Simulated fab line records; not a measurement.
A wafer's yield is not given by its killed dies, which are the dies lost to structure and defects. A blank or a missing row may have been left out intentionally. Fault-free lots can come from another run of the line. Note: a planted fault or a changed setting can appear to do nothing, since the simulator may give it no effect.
fab line records	flow n5-finfet
[record] lots = 6	wafers = 18	last-day = 16
route steps=1938 shown BEOL_M11@1545
lots that met no fault: taken from a fault-free run of the same line
start-h: hours from the record's opening day to when the first of the lot's shown wafers began	wait-h: hours from the lot's prior step to this one	" same as the row above	L1.1+2: several wafers, shown together as one row	- no value present, or no start provided	* or withheld: withheld	< > ~ a bound
route shown NAME@n: NAME is a module with steps in the file, n the number in the route of the first one	usual: mean/standard deviation of fault-free wafers	same: alike in all rows	chamber/n: place in a boat	sites: per-site readings	_std_site: their standard deviation	_edge_site: inner sites' mean taken away from outer sites' mean	radius-mm: how far each site lies from the wafer's centre	mask NAME#n: copy n	behind: the most recent tool/chamber to have shaped the wafer	hold: cause of the lot's hold/its duration in hours/its outcome	device: names the non-switching transistor (n, p or np)	end of line: at the end of the route, the tests of the same wafers	for a step that has no rows: nothing shown but its recipe	killed: dies that structure and defects cost at the first sort, which is not the same as the wafer's yield	map: a wafer's dies, x killed, . not, _ none there
set.NAME: the setting the step ran with; set.NAME@STEP: the setting that earlier step ran with	model.NAME: the simulator's own value behind a step, which no gauge read
lots at some steps of the route; a table a step, a row a wafer
services: from which hour (start-h, from the record's first day; less than 0 if before it) a tool's chamber was out of use, for how many hours, and why
[[steps]]
[step N5_BEOL_M11_SOFTBAKE_06]
[recipe] temp-c = 110	time-s = 60	resist = CAR-ArF
[step N5_BEOL_M11_EXPOSE_08]
[recipe] mask-id = M11	na = 1.35	source-shape = dipole	sigma-inner = 0.411	sigma-outer = 0.611	polarization = te	dose-mj = 53.75
[step N5_BEOL_M11_PEB_09]
[recipe] peb-temp-c = withheld	peb-time-s = 60	resist = CAR-ArF
[step N5_BEOL_M11_DEVELOP_10]
[recipe] develop-time-s = 30	developer = TMAH	resist = CAR-ArF	rinse-liquid = diw	dry = air-spin	dev-temp-c = 23
[step N5_BEOL_M11_CD_MEAS_11]
[recipe] target-cd-nm = 64.1	landing-energy-ev = 500	detector = se-inlens	polarity = opening
[usual] cd-nm = 64.2/0.59
lot.wafer	tool	chamber	start-h	wait-h	cd-nm
L190.1	cd-sem-03	0	265.67	-	63.9
L190.2	"	0	"	"	64.5
L190.6	"	0	"	"	63.8
L193.1	cd-sem-01	0	288.27	-	64.8
L193.4	"	0	"	"	64.0
L193.5	"	0	"	"	64.6
L194.3	cd-sem-02	0	298.43	-	65.5
L194.5	"	0	"	"	65.5
L194.6	"	0	"	"	64.9
L197.2	cd-sem-03	0	306.28	-	64.0
L197.5	"	0	"	"	64.0
L197.6	"	0	"	"	63.9
L200.1	cd-sem-01	0	321.04	-	64.7
L200.4	"	0	"	"	64.2
L200.6	"	0	"	"	64.4
L202.1	cd-sem-01	0	344.44	-	64.8
L202.5	"	0	"	"	64.7
L202.6	"	0	"	"	64.8
[step N5_BEOL_M11_OVL_MEAS_12]
[recipe] points-per-wafer = 44
[usual] M11_OVL = 0.3/0.75
lot.wafer	tool	chamber	start-h	wait-h	M11_OVL[nm]
L190.1	overlay-01	0	265.70	0.0	0.6
L190.2	"	0	"	"	-0.6
L190.6	"	0	"	"	0.1
L193.1	overlay-01	0	288.30	0.0	1.1
L193.4	"	0	"	"	0.6
L193.5	"	0	"	"	1.0
L194.3	overlay-01	0	298.46	0.0	1.2
L194.5	"	0	"	"	0.8
L194.6	"	0	"	"	0.5
L197.2	overlay-02	0	306.31	0.0	1.9
L197.5	"	0	"	"	0.5
L197.6	"	0	"	"	0.6
L200.1	overlay-02	0	321.07	0.0	0.1
L200.4	"	0	"	"	-0.3
L200.6	"	0	"	"	0.4
L202.1	overlay-01	0	344.47	0.0	0.2
L202.5	"	0	"	"	1.0
L202.6	"	0	"	"	0.7
[step N5_BEOL_M11_INSPECT_13]
[recipe] mode = adi	inspect-instrument = brightfield
[usual] raw-defect-count = 431/100
lot.wafer	tool	chamber	start-h	wait-h	raw-defect-count
L190.1	defect-inspect-02	-	265.73	0.0	255
L190.2	"	-	"	"	356
L190.6	"	-	"	"	227
L193.1	defect-inspect-02	-	288.32	0.0	536
L193.4	"	-	"	"	364
L193.5	"	-	"	"	419
L194.3	defect-inspect-01	-	298.48	0.0	406
L194.5	"	-	"	"	436
L194.6	"	-	"	"	427
L197.2	defect-inspect-02	-	306.33	0.0	541
L197.5	"	-	"	"	453
L197.6	"	-	"	"	475
L200.1	defect-inspect-01	-	321.10	0.0	374
L200.4	"	-	"	"	427
L200.6	"	-	"	"	401
L202.1	defect-inspect-01	-	344.49	0.0	284
L202.5	"	-	"	"	325
L202.6	"	-	"	"	361
[step N5_BEOL_M11_DESCUM_16]
[recipe] chemistry = O2	time-s = 7.9	source-power-w = 50	bias-power-w = 20	pressure-mtorr = 20	rf-frequency-hz = 2.712e+07	temp-c = 40	resist = CAR-ArF	o2-flow-sccm = 225
[usual] drypump-motor-current-A = 5.7/0.55	oes-product-au = 0.78/0.077	rf-vpp-V = 243.1/1.6	showerhead-plenum-p-Torr = 2.09/0.084	throttle-valve-pct = 20.39/0.21
[same] time-s = 7.9
lot.wafer	tool	chamber	start-h	wait-h	drypump-motor-current-A	oes-product-au	rf-hours-counter-h	rf-vpp-V	showerhead-plenum-p-Torr	throttle-valve-pct
L190.1	rie-diel-03	2	265.82	0.1	5.0	0.74	186	241.0	2.01	20.46
L190.2	"	3	"	"	5.4	0.98	1	243.8	2.16	20.15
L190.6	"	0	"	"	5.9	0.70	-	243.1	2.09	20.69
L193.1	rie-diel-01	1	288.76	0.4	5.8	0.81	78	243.0	2.13	20.59
L193.4	"	2	"	"	5.0	0.96	14	243.5	2.04	20.48
L193.5	"	0	"	"	4.9	0.83	-	243.3	2.11	20.54
L194.3	rie-diel-03	2	298.83	0.3	5.1	0.73	197	242.5	2.00	20.50
L194.5	"	0	"	"	5.9	0.71	-	243.6	2.09	20.68
L194.6	"	3	"	"	5.4	0.95	-	243.6	2.16	20.18
L197.2	rie-diel-05	2	306.37	0.0	6.7	0.78	141	244.7	2.19	20.05
L197.5	"	2	"	"	6.7	0.78	-	243.5	2.19	20.06
L197.6	"	3	"	"	5.8	0.67	-	242.9	2.17	20.35
L200.1	rie-diel-01	3	321.13	0.0	5.3	0.66	247	241.6	1.97	20.46
L200.4	"	2	"	"	5.0	0.94	23	241.8	2.03	20.48
L200.6	"	0	"	"	4.9	0.81	-	242.9	2.10	20.57
L202.1	rie-diel-03	2	344.53	0.0	5.0	0.72	212	241.9	2.00	20.50
L202.5	"	1	"	"	6.1	0.82	-	241.4	2.02	20.35
L202.6	"	0	"	"	5.9	0.70	-	242.2	2.08	20.72
[step N5_BEOL_M11_ETCH_61]
[recipe] chemistry = CF4	target = SiARC	target-depth-a = 390	mask-material = CAR-ArF	time-s = 65	ion-energy-ev = 80	pressure-mtorr = 40	source-w = 545	bias-w = 36	Ar_flow_sccm = 100	cf4-flow-sccm = 100	ends = cleared
[usual] drypump-motor-current-A = 5.7/0.55	etch-rf-on-time-s = 64.8/1.6	oes-product-au = 0.67/0.066	rf-vpp-V = 183.9/1.3	showerhead-plenum-p-Torr = 2.14/0.078	throttle-valve-pct = 15.53/0.21
lot.wafer	tool	chamber	start-h	wait-h	drypump-motor-current-A	etch-rf-on-time-s	oes-product-au	rf-hours-counter-h	rf-vpp-V	showerhead-plenum-p-Torr	throttle-valve-pct
L190.1	rie-diel-03	2	265.86	0.0	5.1	64.7	0.63	186	183.0	2.06	15.73
L190.2	"	3	"	"	5.4	64.0	0.83	1	184.7	2.19	15.19
L190.6	"	0	"	"	5.9	69.2	0.58	-	183.5	2.13	15.78
L193.1	rie-diel-01	1	288.80	0.0	5.8	62.5	0.72	78	184.8	2.16	15.64
L193.4	"	2	"	"	4.9	64.5	0.81	14	184.0	2.10	15.68
L193.5	"	0	"	"	4.9	63.7	0.71	-	184.6	2.15	15.61
L194.3	rie-diel-03	2	298.86	0.0	5.1	65.8	0.62	197	182.1	2.05	15.76
L194.5	"	0	"	"	5.9	68.7	0.59	-	184.1	2.13	15.79
L194.6	"	3	"	"	5.4	64.5	0.80	-	185.3	2.19	15.21
L197.2	rie-diel-05	2	306.40	0.0	6.7	63.0	0.67	141	185.9	2.22	15.20
L197.5	"	2	"	"	6.7	63.4	0.67	-	184.9	2.22	15.20
L197.6	"	3	"	"	5.8	66.6	0.58	-	184.4	2.19	15.48
L200.1	rie-diel-01	3	321.17	0.0	5.3	65.3	0.57	247	182.3	2.03	15.71
L200.4	"	2	"	"	5.0	65.2	0.80	23	183.2	2.10	15.71
L200.6	"	0	"	"	4.9	63.8	0.71	-	182.1	2.14	15.62
L202.1	rie-diel-03	2	344.56	0.0	5.1	65.1	0.61	212	182.4	2.05	15.78
L202.5	"	1	"	"	6.1	66.3	0.69	-	183.3	2.07	15.51
L202.6	"	0	"	"	5.9	68.2	0.57	-	181.7	2.12	15.84
[step N5_BEOL_M11_ETCH_62]
[recipe] chemistry = N2/H2	target = SOC	target-depth-a = 1100	overetch-a = 220	mask-material = SiARC	temp-c = 40	time-s = 165	ion-energy-ev = 200	pressure-mtorr = 30	source-w = 840	bias-w = 150	n2-flow-sccm = 200	h2-flow-sccm = 200
[usual] drypump-motor-current-A = 5.7/0.55	oes-product-au = 0.66/0.061	rf-vpp-V = 524/3	showerhead-plenum-p-Torr = 2.54/0.1	throttle-valve-pct = 17.77/0.25
[same] time-s = 165
lot.wafer	tool	chamber	start-h	wait-h	drypump-motor-current-A	oes-product-au	rf-hours-counter-h	rf-vpp-V	showerhead-plenum-p-Torr	throttle-valve-pct
L190.1	rie-diel-03	2	265.91	0.0	5.1	0.62	186	521	2.41	17.59
L190.2	"	3	"	"	5.4	0.82	1	526	2.60	17.46
L190.6	"	0	"	"	5.9	0.61	-	525	2.54	18.09
L193.1	rie-diel-01	1	288.85	0.0	5.8	0.69	78	525	2.57	17.77
L193.4	"	2	"	"	5.0	0.80	14	522	2.50	17.99
L193.5	"	0	"	"	4.9	0.69	-	523	2.58	18.08
L194.3	rie-diel-03	2	298.91	0.0	5.0	0.62	197	520	2.40	17.61
L194.5	"	0	"	"	5.9	0.61	-	523	2.53	18.12
L194.6	"	3	"	"	5.4	0.79	-	525	2.60	17.48
L197.2	rie-diel-05	2	306.45	0.0	6.7	0.66	141	525	2.66	17.51
L197.5	"	2	"	"	6.7	0.66	-	528	2.66	17.52
L197.6	"	3	"	"	5.8	0.58	-	526	2.59	17.48
L200.1	rie-diel-01	3	321.22	0.0	5.3	0.58	247	520	2.42	17.97
L200.4	"	2	"	"	5.0	0.78	23	521	2.49	18.01
L200.6	"	0	"	"	4.9	0.69	-	524	2.58	18.08
L202.1	rie-diel-03	2	344.61	0.0	5.1	0.61	213	522	2.40	17.66
L202.5	"	1	"	"	6.1	0.69	-	522	2.48	17.94
L202.6	"	0	"	"	5.9	0.60	-	525	2.53	18.15
[step N5_BEOL_M11_STRIP_68]
[recipe] chemistry = N2/H2	temp-c = 40	n2-flow-sccm = 200	h2-flow-sccm = 200	rf-frequency-hz = 6e+07
[step N5_BEOL_M11_STRIP_67]
[recipe] chemistry = CF4	resist = SiARC	power-w = 300	bias-power-w = 75	pressure-mtorr = 50	cf4-flow-sccm = 150	rf-frequency-hz = 6e+07
[usual] drypump-motor-current-A = 5.7/0.55	oes-product-au = 0.78/0.072	rf-vpp-V = 271.0/1.8	showerhead-plenum-p-Torr = 1.79/0.066	throttle-valve-pct = 13.53/0.2
lot.wafer	tool	chamber	start-h	wait-h	drypump-motor-current-A	oes-product-au	rf-hours-counter-h	rf-vpp-V	showerhead-plenum-p-Torr	throttle-valve-pct
L190.1	rie-diel-03	2	266.05	0.0	5.1	0.74	186	267.9	1.73	13.73
L190.2	"	3	"	"	5.4	0.97	1	271.7	1.84	13.12
L190.6	"	0	"	"	5.9	0.72	-	270.7	1.78	13.77
L193.1	rie-diel-01	1	288.99	0.0	5.8	0.81	78	271.3	1.81	13.57
L193.4	"	2	"	"	5.0	0.95	14	270.9	1.77	13.61
L193.5	"	0	"	"	4.9	0.83	-	272.0	1.80	13.56
L194.3	rie-diel-03	2	299.06	0.0	5.1	0.73	197	269.8	1.72	13.76
L194.5	"	0	"	"	5.9	0.71	-	271.5	1.78	13.77
L194.6	"	3	"	"	5.5	0.93	-	271.9	1.84	13.18
L197.2	rie-diel-05	2	306.60	0.0	6.7	0.77	141	271.6	1.87	13.26
L197.5	"	2	"	"	6.7	0.77	-	272.3	1.86	13.27
L197.6	"	3	"	"	5.7	0.69	-	270.5	1.83	13.51
L200.1	rie-diel-01	3	321.36	0.0	5.3	0.68	247	269.4	1.70	13.72
L200.4	"	2	"	"	5.0	0.93	23	271.1	1.77	13.65
L200.6	"	0	"	"	4.9	0.81	-	270.8	1.80	13.58
L202.1	rie-diel-03	2	344.76	0.0	5.1	0.72	213	268.5	1.72	13.81
L202.5	"	1	"	"	6.1	0.81	-	269.6	1.75	13.52
L202.6	"	0	"	"	5.9	0.70	-	270.1	1.78	13.81
[step N5_BEOL_M11_HM_OPEN_17]
[recipe] chemistry = Cl2/BCl3	target-depth-a = 200	overetch-a = 60	target = TiN	mask-material = SOC	ion-energy-ev = 150	pressure-mtorr = 10	icp-w = 1000	bias-w = 126	Cl2_flow_sccm = 53.25	bcl3-flow-sccm = 21.75	Ar_flow_sccm = 25
[usual] bcl3-flow-sccm = 21.75/0.055	bias-w = 126.0/0.43	drypump-motor-current-A = 5.8/0.42	oes_ar_750_au = 0.74/0.091	oes-product-au = 0.64/0.078	throttle-valve-pct = 22.26/0.23
lot.wafer	tool	chamber	start-h	wait-h	bcl3-flow-sccm	bias-w	drypump-motor-current-A	oes_ar_750_au	oes-product-au	rf-hours-counter-h	throttle-valve-pct	model.SOC_of_BEOL_M11_COAT_59.thk-nm
L190.1	rie-metal-01	0	266.09	0.0	21.74	126.6	5.4	0.86	0.72	16	22.06	92
L190.2	"	1	"	"	21.81	125.6	6.5	0.67	0.59	79	22.29	92.6
L190.6	"	0	"	"	21.73	126.2	5.4	0.85	0.74	-	22.06	92
L193.1	rie-metal-02	1	289.03	0.0	-	-	-	-	-	-	-	99.8
L193.4	"	0	"	"	-	-	-	-	-	-	-	100
L193.5	"	0	"	"	-	-	-	-	-	-	-	99.6
L194.3	rie-metal-02	0	299.13	0.1	-	-	-	-	-	-	-	100
L194.5	"	1	"	"	-	-	-	-	-	-	-	100.2
L194.6	"	0	"	"	-	-	-	-	-	-	-	100.2
L197.2	rie-metal-01	1	306.64	0.0	21.77	126.4	6.5	0.66	0.58	84	22.29	92.8
L197.5	"	1	"	"	21.83	126.6	6.5	0.66	0.58	-	22.28	92.6
L197.6	"	0	"	"	21.73	125.6	5.4	0.83	0.71	-	22.07	92.6
L200.1	rie-metal-02	1	321.40	0.0	21.75	125.8	5.3	0.73	0.63	55	22.50	91.8
L200.4	"	1	"	"	21.72	125.8	5.3	0.73	0.63	-	22.50	92
L200.6	"	1	"	"	21.64	125.8	5.3	0.74	0.64	-	22.50	92
L202.1	rie-metal-02	1	344.80	0.0	21.81	126.7	5.3	0.74	0.62	57	22.51	92
L202.5	"	1	"	"	21.80	126.1	5.3	0.73	0.63	-	22.52	92
L202.6	"	0	"	"	21.79	126.5	5.9	0.99	0.84	-	22.36	91.8
[step N5_BEOL_M11_STRIP_19]
[recipe] chemistry = O2	power-w = 400	temp-c = 40	pressure-mtorr = 30	rf-frequency-hz = 6e+07	bias-power-w = 0	overash-fraction = 0.2	o2-flow-sccm = 225
[usual] drypump-motor-current-A = 5.7/0.52	oes-product-au = 0.78/0.08	rf-vpp-V = 3.6/0.57	showerhead-plenum-p-Torr = 2.09/0.082	throttle-valve-pct = 16.66/0.2
lot.wafer	tool	chamber	start-h	wait-h	drypump-motor-current-A	oes-product-au	rf-hours-counter-h	rf-vpp-V	showerhead-plenum-p-Torr	throttle-valve-pct
L190.1	rie-diel-05	2	266.21	0.1	6.7	0.79	127	2.9	2.20	16.30
L190.2	"	1	"	"	6.1	0.80	84	4.2	2.20	16.46
L190.6	"	1	"	"	6.1	0.81	-	2.6	2.20	16.46
L193.1	rie-diel-05	1	289.14	0.1	6.1	0.78	91	4.7	2.20	16.49
L193.4	"	1	"	"	6.1	0.79	-	3.8	2.20	16.46
L193.5	"	2	"	"	6.7	0.78	-	3.6	2.19	16.33
L194.3	rie-diel-03	0	299.31	0.1	5.9	0.70	199	3.7	2.09	16.90
L194.5	"	2	"	"	5.1	0.73	-	4.8	2.01	16.76
L194.6	"	1	"	"	6.1	0.84	-	3.9	2.03	16.53
L197.2	rie-diel-03	3	306.85	0.2	5.4	0.93	13	4.2	2.16	16.32
L197.5	"	0	"	"	5.9	0.70	-	3.5	2.09	16.92
L197.6	"	3	"	"	5.4	0.93	-	3.4	2.16	16.36
L200.1	rie-diel-05	0	321.52	0.1	5.6	0.74	164	3.0	1.94	16.80
L200.4	"	2	"	"	6.7	0.77	-	3.6	2.19	16.34
L200.6	"	0	"	"	5.6	0.72	-	5.1	1.94	16.81
L202.1	rie-diel-03	2	344.91	0.1	5.0	0.73	213	4.0	2.00	16.82
L202.5	"	1	"	"	6.1	0.84	-	3.2	2.02	16.56
L202.6	"	0	"	"	5.9	0.70	-	3.3	2.09	16.93
[step N5_BEOL_M11_CD_MEAS_18]
[recipe] pitch-nm = 140	target-cd-nm = 70
[usual] cd-nm = 70.0/0.68
lot.wafer	tool	chamber	start-h	wait-h	cd-nm
L190.1	cd-sem-02	-	266.28	0.0	69.7
L190.2	"	-	"	"	70.3
L190.6	"	-	"	"	69.3
L193.1	cd-sem-02	-	289.21	0.0	-
L193.4	"	-	"	"	-
L193.5	"	-	"	"	-
L194.3	cd-sem-03	-	299.38	0.1	-
L194.5	"	-	"	"	-
L194.6	"	-	"	"	-
L197.2	cd-sem-03	-	306.92	0.1	69.7
L197.5	"	-	"	"	70.3
L197.6	"	-	"	"	69.1
L200.1	cd-sem-01	-	321.59	0.0	70.5
L200.4	"	-	"	"	70.3
L200.6	"	-	"	"	69.5
L202.1	cd-sem-02	-	344.98	0.0	70.7
L202.5	"	-	"	"	70.9
L202.6	"	-	"	"	70.1
[step N5_BEOL_M11_COAT_63]
[recipe] resist = SOC	temp-c = 250	time-s = 60	spin-rpm = 1500	resist-thk-nm = 100
[[services]]
tool	chamber	start-h	hours	kind
rie-diel-03	3	245.09	-	clean
rie-diel-03	3	245.09	-	consumable-replace:focus-ring
rie-diel-03	3	245.09	17.9	scheduled-down
rie-diel-03	3	245.09	17.9	vent-cycle
rie-diel-03	3	266.40	4.3	repair
rie-metal-02	0	273.31	12.5	repair
rie-diel-05	3	288.80	4.2	repair
rie-diel-03	0	289.36	5.6	repair
rie-diel-05	3	307.51	-	clean
rie-diel-05	3	307.51	-	consumable-replace:focus-ring
rie-diel-05	3	307.51	17.0	scheduled-down
rie-diel-05	3	307.51	17.0	vent-cycle
rie-diel-01	1	326.54	5.2	repair
rie-metal-02	0	328.19	-	clean
rie-metal-02	0	328.19	13.7	scheduled-down
rie-metal-02	0	328.19	13.7	vent-cycle
rie-diel-01	3	331.80	-	clean
rie-diel-01	3	331.80	-	consumable-replace:focus-ring
rie-diel-01	3	331.80	-	consumable-replace:showerhead
rie-diel-01	3	331.80	19.1	scheduled-down
rie-diel-01	3	331.80	19.1	vent-cycle
rie-diel-03	3	343.39	5.5	repair
[[key]]
[first-sign] step = N5_BEOL_M11_HM_OPEN_17	reading = tool-record	direction = missing
[effect] step = N5_BEOL_M11_CD_MEAS_18	reading = cd-nm	direction = missing
[model-effect] step = N5_BEOL_M11_HM_OPEN_17	value = SOC_of_BEOL_M11_COAT_59.thk-nm	without = 91.97	struck = 99.97
met-at N5_BEOL_M11_HM_OPEN_17
struck-wafers L193.1,L193.4,L193.5,L194.3,L194.5,L194.6
later-rows-left-out L193.1,L193.4,L193.5,L194.3,L194.5,L194.6
sort-left-out L193.1,L193.4,L193.5,L194.3,L194.5,L194.6
[fault] kind = skipped-step-whole	tool = rie-metal-02	chamber = -	onset-h = 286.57	steps = N5_BEOL_M11_HM_OPEN_17	scope = struck-lots-only
// sort-left-out: the simulated sort isn't trusted on such a fault, so these wafers' sort isn't shown, and their yield isn't known
// later-rows-left-out: the simulator's readings of these wafers behind a module that went badly wrong aren't trusted and aren't shown, but for the sort
